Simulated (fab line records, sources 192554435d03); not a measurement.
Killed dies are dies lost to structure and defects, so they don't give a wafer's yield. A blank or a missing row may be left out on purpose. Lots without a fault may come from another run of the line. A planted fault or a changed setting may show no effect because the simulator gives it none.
Which tool did it? | flow n5_finfet | 24 lots, 72 wafers sampled, at 6 steps of a route of 1938

WHAT THE GAUGES READ, wafer by wafer
N5_BEOL_M13_INSPECT_55: inspects for defects (darkfield). Usual: raw_defect_count 60, standard deviation 22.
lot  | measured     | on                | raw_defect_count | flag
L074 | day 12 20:20 | defect_inspect-01 | 58 56 76         |
L076 | day 13 09:08 | defect_inspect-02 | 73 61 76         |
L075 | day 13 09:23 | defect_inspect-02 | 64 53 63         |
L078 | day 14 00:25 | defect_inspect-01 | 41 108 69        |
L080 | day 14 00:37 | defect_inspect-02 | 88 74 107        |
L081 | day 14 00:42 | defect_inspect-02 | 49 62 73         |
L079 | day 14 04:02 | defect_inspect-01 | 81 54 42         |
L077 | day 14 05:18 | defect_inspect-01 | 40 33 34         |
L083 | day 14 21:21 | defect_inspect-01 | 80 82 80         |
L082 | day 14 22:56 | defect_inspect-02 | 37 51 47         |
L084 | day 15 03:38 | defect_inspect-01 | 65 56 96         |
L086 | day 15 10:13 | defect_inspect-01 | 64 98 61         |
L085 | day 15 13:57 | defect_inspect-02 | 111 120 42       |
L089 | day 15 19:00 | defect_inspect-01 | 66 69 49         |
L087 | day 15 21:45 | defect_inspect-01 | 75 56 41         |
L088 | day 16 09:29 | defect_inspect-02 | 80 66 33         |
L090 | day 16 20:40 | defect_inspect-02 | 84 75 48         |
L092 | day 16 21:25 | defect_inspect-01 | 57 63 32         |
L091 | day 16 21:46 | defect_inspect-01 | 48 37 45         |
L093 | day 16 23:51 | defect_inspect-02 | 29 88 53         |
L094 | day 17 10:51 | defect_inspect-01 | 42 44 37         |
L095 | day 18 05:43 | defect_inspect-02 | 29 36 43         |
L096 | day 18 09:16 | defect_inspect-01 | 46 49 27         |
L097 | day 19 07:06 | defect_inspect-01 | 41 50 38         |

N5_BEOL_M14_INSPECT_55: inspects for defects (darkfield). Usual: raw_defect_count 69, standard deviation 24.
lot  | measured     | on                | raw_defect_count | flag
L074 | day 13 04:00 | defect_inspect-01 | 37 58 47         |
L076 | day 13 12:56 | defect_inspect-01 | 89 49 83         |
L075 | day 13 13:53 | defect_inspect-02 | 55 49 64         |
L078 | day 14 04:56 | defect_inspect-01 | 82 101 98        |
L080 | day 14 07:56 | defect_inspect-01 | 56 30 40         |
L081 | day 14 08:22 | defect_inspect-02 | 70 42 46         |
L079 | day 14 08:38 | defect_inspect-02 | 50 71 44         |
L077 | day 14 11:55 | defect_inspect-02 | 55 30 66         |
L083 | day 15 02:12 | defect_inspect-02 | 59 59 66         |
L082 | day 15 04:45 | defect_inspect-02 | 58 62 49         |
L084 | day 15 10:07 | defect_inspect-02 | 37 42 36         |
L086 | day 15 18:28 | defect_inspect-01 | 65 70 81         |
L085 | day 15 19:47 | defect_inspect-02 | 39 50 52         |
L089 | day 16 01:56 | defect_inspect-02 | 46 74 54         |
L087 | day 16 02:34 | defect_inspect-02 | 49 34 77         |
L088 | day 16 17:24 | defect_inspect-01 | 68 57 92         |
L090 | day 17 04:28 | defect_inspect-02 | 69 82 88         |
L092 | day 17 05:40 | defect_inspect-01 | 67 114 172       |
L091 | day 17 09:07 | defect_inspect-01 | 104 59 107       |
L093 | day 17 10:08 | defect_inspect-02 | 71 59 101        |
L094 | day 17 20:22 | defect_inspect-01 | 84 71 114        |
L095 | day 18 13:51 | defect_inspect-01 | 87 136 120       |
L096 | day 18 14:08 | defect_inspect-01 | 68 75 56         |
L097 | day 19 12:37 | defect_inspect-01 | 123 109 88       |

N5_MIM_TOP_LITHO_OVL_MEAS_11. Usual: MIM_TOP_OVL 3 nm, standard deviation 5.7.
lot  | measured     | on         | MIM_TOP_OVL (nm) | flag
L074 | day 13 11:52 | overlay-02 | 8 9 2            |
L076 | day 14 00:01 | overlay-01 | 6 12 9           |
L075 | day 14 02:43 | overlay-02 | 1 2 -1           |
L078 | day 14 15:05 | overlay-01 | -2 5 -2          |
L080 | day 14 16:43 | overlay-02 | 12 7 6           |
L081 | day 14 19:26 | overlay-02 | 10 6 8           |
L079 | day 14 20:13 | overlay-02 | 11 -2 1          |
L077 | day 14 21:46 | overlay-01 | 12 10 3          |
L083 | day 15 09:48 | overlay-02 | 4 -5 -3          |
L082 | day 15 16:59 | overlay-02 | -11 -3 6         |
L084 | day 15 21:43 | overlay-01 | 4 -2 2           |
L086 | day 16 05:05 | overlay-01 | 7 7 5            |
L085 | day 16 05:43 | overlay-01 | -2 8 3           |
L089 | day 16 09:33 | overlay-02 | 4 12 12          |
L087 | day 16 10:40 | overlay-01 | 6 3 12           |
L088 | day 17 04:10 | overlay-02 | 0 -3 4           |
L090 | day 17 16:41 | overlay-01 | 15 9 6           |
L092 | day 17 18:56 | overlay-02 | 3 8 4            |
L091 | day 17 19:31 | overlay-01 | -8 -2 -10        |
L093 | day 17 20:00 | overlay-02 | -8 6 2           |
L094 | day 18 05:26 | overlay-02 | -2 0 -8          |
L095 | day 18 23:19 | overlay-01 | -7 1 6           |
L096 | day 18 23:09 | overlay-01 | 10 12 8          |
L097 | day 20 00:20 | overlay-01 | 5 7 6            |

WHICH TOOL RAN EACH LOT (tool, then ch and the chambers of the sampled wafers, then the start)
lot  | N5_BEOL_M13_CMP_49            | N5_BEOL_M14_STRIP_64                          | N5_BEOL_M14_ETCH_67
L074 | cmp-02 ch 1,3, day 12 19:53   | rie_diel-01 ch 1,2,3, day 12 22:02 or earlier | rie_diel-03 ch 0,2, day 12 22:02
L076 | cmp-01 ch 0,1, day 13 08:39   | rie_diel-03 ch 0,1,2, day 13 10:41 or earlier | rie_diel-04 ch 2,3, day 13 10:41
L075 | cmp-01 ch 1,3, day 13 08:56   | rie_diel-01 ch 1,2, day 13 11:40 or earlier   | rie_diel-04 ch 0,2, day 13 11:40
L078 | cmp-01 ch 0,2,3, day 14 00:02 | rie_diel-04 ch 0,2,3, day 14 02:09 or earlier | rie_diel-01 ch 1,2,3, day 14 02:09
L080 | cmp-02 ch 0,1,3, day 14 00:08 | rie_diel-03 ch 1,3, day 14 02:26 or earlier   | rie_diel-03 ch 0,3, day 14 02:26
L081 | cmp-03 ch 1,2,3, day 14 00:17 | rie_diel-04 ch 0,2, day 14 02:37 or earlier   | rie_diel-04 ch 0,2, day 14 02:37
L079 | cmp-01 ch 1,2,3, day 14 03:39 | rie_diel-03 ch 0,1,3, day 14 05:41 or earlier | rie_diel-04 ch 0,1,2, day 14 05:41
L077 | cmp-01 ch 1,3, day 14 04:51   | rie_diel-03 ch 0,1, day 14 07:14 or earlier   | rie_diel-01 ch 0,2,3, day 14 07:14
L083 | cmp-01 ch 0,2,3, day 14 20:53 | rie_diel-01 ch 0,1, day 14 23:32 or earlier   | rie_diel-04 ch 0,1,3, day 14 23:32
L082 | cmp-01 ch 1,2,3, day 14 22:35 | rie_diel-03 ch 0,1,2, day 15 01:27 or earlier | rie_diel-01 ch 0,2,3, day 15 01:27
L084 | cmp-01 ch 1,2,3, day 15 03:16 | rie_diel-01 ch 0,2,3, day 15 06:00 or earlier | rie_diel-01 ch 1,2,3, day 15 06:00
L086 | cmp-02 ch 2,3, day 15 09:46   | rie_diel-04 ch 0,2,3, day 15 11:57 or earlier | rie_diel-01 ch 0,2,3, day 15 11:57
L085 | cmp-03 ch 0,1, day 15 13:30   | rie_diel-03 ch 1,2, day 15 15:37 or earlier   | rie_diel-03 ch 0,2, day 15 15:37
L089 | cmp-01 ch 0,1,2, day 15 18:38 | rie_diel-01 ch 1,2, day 15 21:53 or earlier   | rie_diel-01 ch 0,1,3, day 15 21:53
L087 | cmp-02 ch 0,1, day 15 21:20   | rie_diel-03 ch 0,3, day 15 23:57 or earlier   | rie_diel-01 ch 1,2,3, day 15 23:57
L088 | cmp-02 ch 1,3, day 16 08:47   | rie_diel-04 ch 0,2,3, day 16 11:24 or earlier | rie_diel-04 ch 0,2,3, day 16 11:24
L090 | cmp-03 ch 0,1, day 16 20:13   | rie_diel-03 ch 0,1,2, day 16 22:32 or earlier | rie_diel-04 ch 1,2, day 16 22:32
L092 | cmp-03 ch 0,2,3, day 16 21:02 | rie_diel-03 ch 1,2,3, day 16 23:42 or earlier | rie_diel-01 ch 0,3, day 16 23:42
L091 | cmp-02 ch 0,1,3, day 16 21:19 | rie_diel-03 ch 0,1,2, day 16 23:59 or earlier | rie_diel-04 ch 0,2,3, day 16 23:59
L093 | cmp-01 ch 1,2,3, day 16 23:24 | rie_diel-04 ch 0,2,3, day 17 01:47 or earlier | rie_diel-04 ch 0,1,3, day 17 01:47
L094 | cmp-03 ch 1,3, day 17 10:22   | rie_diel-04 ch 0,1, day 17 13:05 or earlier   | rie_diel-03 ch 1,2,3, day 17 13:05
L095 | cmp-01 ch 0,3, day 18 05:16   | rie_diel-01 ch 1,3, day 18 07:38 or earlier   | rie_diel-03 ch 0,1, day 18 07:38
L096 | cmp-03 ch 0,1, day 18 08:49   | rie_diel-04 ch 0,2,3, day 18 10:46 or earlier | rie_diel-01 ch 0,1,3, day 18 10:46
L097 | cmp-02 ch 0,3, day 19 06:39   | rie_diel-04 ch 0,2, day 19 09:10 or earlier   | rie_diel-04 ch 0,2,3, day 19 09:10
- N5_BEOL_M13_CMP_49: polishes, stops on SiOC, t overpolish 17.1 s, target thk 420 nm.
- N5_BEOL_M14_STRIP_64: strips in O2.
- N5_BEOL_M14_ETCH_67: etches SiARC in CF4, target depth 143 nm, time 238.3 s.

WHAT THE TOOLS THEMSELVES READ (means of the sampled wafers that have a number; where no wafer has one, the mark that the record gives instead)
N5_BEOL_M13_CMP_49. Usual: barrier_field_endpoint_s 30.3 s, standard deviation 0.63; motor_current_A 5.9 A, standard deviation 0.58; overpolish_run_s 17.100 s, standard deviation 0.0081; slurry_filter_dp_kPa 13.53 kPa, standard deviation 0.14.
lot  | tool   | barrier_field_endpoint_s (s) | motor_current_A (A) | overpolish_run_s (s) | slurry_filter_dp_kPa (kPa) | flag
L074 | cmp-02 | 30.4                         | 6.9                 | 17.101               | 13.61                      |
L076 | cmp-01 | 30.1                         | 5.8                 | 17.097               | 13.56                      |
L075 | cmp-01 | 30.4                         | 5.7                 | 17.105               | 13.50                      |
L078 | cmp-01 | 30.6                         | 5.5                 | 17.098               | 13.57                      |
L080 | cmp-02 | 30.3                         | 6.4                 | 17.097               | 13.51                      |
L081 | cmp-03 | 31.4                         | 6.2                 | 17.102               | 13.55                      |
L079 | cmp-01 | 29.8                         | 5.6                 | 17.103               | 13.52                      |
L077 | cmp-01 | 30.6                         | 5.9                 | 17.108               | 13.44                      |
L083 | cmp-01 | 31.0                         | 5.3                 | 17.104               | 13.43                      |
L082 | cmp-01 | 30.6                         | 5.6                 | 17.096               | 13.62                      |
L084 | cmp-01 | 30.5                         | 5.5                 | 17.091               | 13.60                      |
L086 | cmp-02 | 30.2                         | 6.2                 | 17.108               | 13.51                      |
L085 | cmp-03 | 29.6                         | 6.1                 | 17.095               | 13.50                      |
L089 | cmp-01 | 31.1                         | 5.5                 | 17.099               | 13.58                      |
L087 | cmp-02 | 30.7                         | 6.7                 | 17.103               | 13.56                      |
L088 | cmp-02 | 29.4                         | 6.6                 | 17.092               | 13.72                      |
L090 | cmp-03 | 30.4                         | 6.1                 | 17.106               | 13.56                      |
L092 | cmp-03 | 30.2                         | 6.2                 | 17.099               | 13.52                      |
L091 | cmp-02 | 29.9                         | 6.3                 | 17.102               | 13.49                      |
L093 | cmp-01 | 31.1                         | 5.6                 | 17.097               | 13.49                      |
L094 | cmp-03 | 29.5                         | 6.3                 | 17.101               | 13.45                      |
L095 | cmp-01 | 30.4                         | 5.5                 | 17.100               | 13.52                      |
L096 | cmp-03 | 30.0                         | 6.1                 | 17.101               | 13.56                      |
L097 | cmp-02 | 30.1                         | 5.9                 | 17.094               | 13.57                      |

N5_BEOL_M14_STRIP_64. Usual: drypump_motor_current_A 5.6 A, standard deviation 0.52; oes_product_au 0.82 a.u., standard deviation 0.074; rf_vpp_V 3.7 V, standard deviation 0.47; showerhead_plenum_p_Torr 2.14 Torr, standard deviation 0.078; throttle_valve_pct 16.61 %, standard deviation 0.16.
lot  | tool        | drypump_motor_current_A (A) | oes_product_au (a.u.) | rf_vpp_V (V) | showerhead_plenum_p_Torr (Torr) | throttle_valve_pct (%) | flag
L074 | rie_diel-01 | 5.6                         | 0.84                  | 3.6          | 2.16                            | 16.63                  |
L076 | rie_diel-03 | 5.7                         | 0.80                  | 3.0          | 2.07                            | 16.61                  |
L075 | rie_diel-01 | 5.2                         | 0.85                  | 3.7          | 2.22                            | 16.59                  |
L078 | rie_diel-04 | 5.8                         | 0.83                  | 3.9          | 2.12                            | 16.59                  |
L080 | rie_diel-03 | 5.4                         | 0.73                  | 3.7          | 2.17                            | 16.92                  |
L081 | rie_diel-04 | 5.6                         | 0.79                  | 3.4          | 2.06                            | 16.58                  |
L079 | rie_diel-03 | 5.6                         | 0.79                  | 3.4          | 2.13                            | 16.69                  |
L077 | rie_diel-03 | 6.2                         | 0.84                  | 3.9          | 2.15                            | 16.55                  |
L083 | rie_diel-01 | 5.3                         | 0.79                  | 3.5          | 2.17                            | 16.65                  |
L082 | rie_diel-03 | 5.8                         | 0.89                  | 3.9          | 2.15                            | 16.48                  |
L084 | rie_diel-01 | 5.8                         | 0.80                  | 3.5          | 2.12                            | 16.67                  |
L086 | rie_diel-04 | 5.8                         | 0.81                  | 4.1          | 2.11                            | 16.62                  |
L085 | rie_diel-03 | 6.1                         | 0.84                  | 3.6          | 2.20                            | 16.59                  |
L089 | rie_diel-01 | 5.2                         | 0.82                  | 3.6          | 2.21                            | 16.62                  |
L087 | rie_diel-03 | 5.0                         | 0.96                  | 3.4          | 2.11                            | 16.50                  |
L088 | rie_diel-04 | 5.8                         | 0.80                  | 3.5          | 2.11                            | 16.63                  |
L090 | rie_diel-03 | 5.8                         | 0.86                  | 3.5          | 2.15                            | 16.52                  |
L092 | rie_diel-03 | 5.5                         | 0.91                  | 3.6          | 2.19                            | 16.58                  |
L091 | rie_diel-03 | 5.8                         | 0.87                  | 4.3          | 2.15                            | 16.51                  |
L093 | rie_diel-04 | 5.8                         | 0.79                  | 3.3          | 2.11                            | 16.65                  |
L094 | rie_diel-04 | 5.2                         | 0.79                  | 3.6          | 2.08                            | 16.58                  |
L095 | rie_diel-01 | 5.5                         | 0.79                  | 3.5          | 2.14                            | 16.73                  |
L096 | rie_diel-04 | 5.8                         | 0.79                  | 3.8          | 2.10                            | 16.67                  |
L097 | rie_diel-04 | 5.6                         | 0.77                  | 3.1          | 2.04                            | 16.67                  |

N5_BEOL_M14_ETCH_67. Usual: drypump_motor_current_A 5.6 A, standard deviation 0.49; etch_rf_on_time_s 237 s, standard deviation 3.1; oes_product_au 0.69 a.u., standard deviation 0.049; rf_vpp_V 184.5 V, standard deviation 1.2; showerhead_plenum_p_Torr 2.18 Torr, standard deviation 0.075; throttle_valve_pct 15.55 %, standard deviation 0.13.
lot  | tool        | drypump_motor_current_A (A) | etch_rf_on_time_s (s) | oes_product_au (a.u.) | rf_vpp_V (V) | showerhead_plenum_p_Torr (Torr) | throttle_valve_pct (%) | flag
L074 | rie_diel-03 | 5.5                         | 237                   | 0.72                  | 183.4        | 2.07                            | 15.49                  |
L076 | rie_diel-04 | 6.0                         | 233                   | 0.73                  | 185.0        | 2.23                            | 15.54                  |
L075 | rie_diel-04 | 5.8                         | 240                   | 0.66                  | 183.9        | 2.12                            | 15.48                  |
L078 | rie_diel-01 | 5.6                         | 236                   | 0.71                  | 184.7        | 2.20                            | 15.58                  |
L080 | rie_diel-03 | 5.0                         | 240                   | 0.65                  | 183.6        | 2.16                            | 15.78                  |
L081 | rie_diel-04 | 5.8                         | 238                   | 0.66                  | 183.9        | 2.12                            | 15.50                  |
L079 | rie_diel-04 | 5.5                         | 239                   | 0.68                  | 184.6        | 2.16                            | 15.43                  |
L077 | rie_diel-01 | 5.8                         | 237                   | 0.69                  | 185.1        | 2.16                            | 15.56                  |
L083 | rie_diel-04 | 5.5                         | 237                   | 0.71                  | 184.8        | 2.20                            | 15.49                  |
L082 | rie_diel-01 | 5.8                         | 237                   | 0.68                  | 184.7        | 2.16                            | 15.58                  |
L084 | rie_diel-01 | 5.6                         | 238                   | 0.69                  | 183.9        | 2.19                            | 15.61                  |
L086 | rie_diel-01 | 5.8                         | 236                   | 0.68                  | 184.8        | 2.16                            | 15.59                  |
L085 | rie_diel-03 | 5.4                         | 233                   | 0.80                  | 185.2        | 2.21                            | 15.37                  |
L089 | rie_diel-01 | 5.7                         | 237                   | 0.67                  | 184.0        | 2.16                            | 15.64                  |
L087 | rie_diel-01 | 5.6                         | 234                   | 0.70                  | 184.8        | 2.19                            | 15.61                  |
L088 | rie_diel-04 | 5.8                         | 235                   | 0.69                  | 184.3        | 2.15                            | 15.57                  |
L090 | rie_diel-04 | 5.4                         | 239                   | 0.66                  | 184.7        | 2.20                            | 15.40                  |
L092 | rie_diel-01 | 5.9                         | 236                   | 0.65                  | 182.7        | 2.11                            | 15.65                  |
L091 | rie_diel-04 | 5.8                         | 238                   | 0.67                  | 183.9        | 2.15                            | 15.58                  |
L093 | rie_diel-04 | 5.5                         | 239                   | 0.70                  | 184.8        | 2.19                            | 15.53                  |
L094 | rie_diel-03 | 5.5                         | 235                   | 0.76                  | 186.1        | 2.23                            | 15.53                  |
L095 | rie_diel-03 | 5.8                         | 236                   | 0.70                  | 183.7        | 2.13                            | 15.49                  |
L096 | rie_diel-01 | 5.7                         | 237                   | 0.65                  | 183.4        | 2.15                            | 15.68                  |
L097 | rie_diel-04 | 5.8                         | 235                   | 0.67                  | 184.4        | 2.15                            | 15.62                  |

THE ANSWER, worked out from the rows above alone
Rule: a lot is off if the mean of its wafers that have a number lies more than 3 standard deviations from the usual mean. A lot without any number at a reading at which 4 lots or more have one is off too. The other lots that the step has rows for count as sound. The gauges are gone through in route order, then the tools' own readings, and for those a lot's mean is taken as printed above. The first step at which some lot is off is used, and at that step the reading that is off furthest; a lot without a number counts as furthest.
No lot is off at any reading shown: from this, nothing can be told.

WHAT THE SIMULATOR HAD PUT IN
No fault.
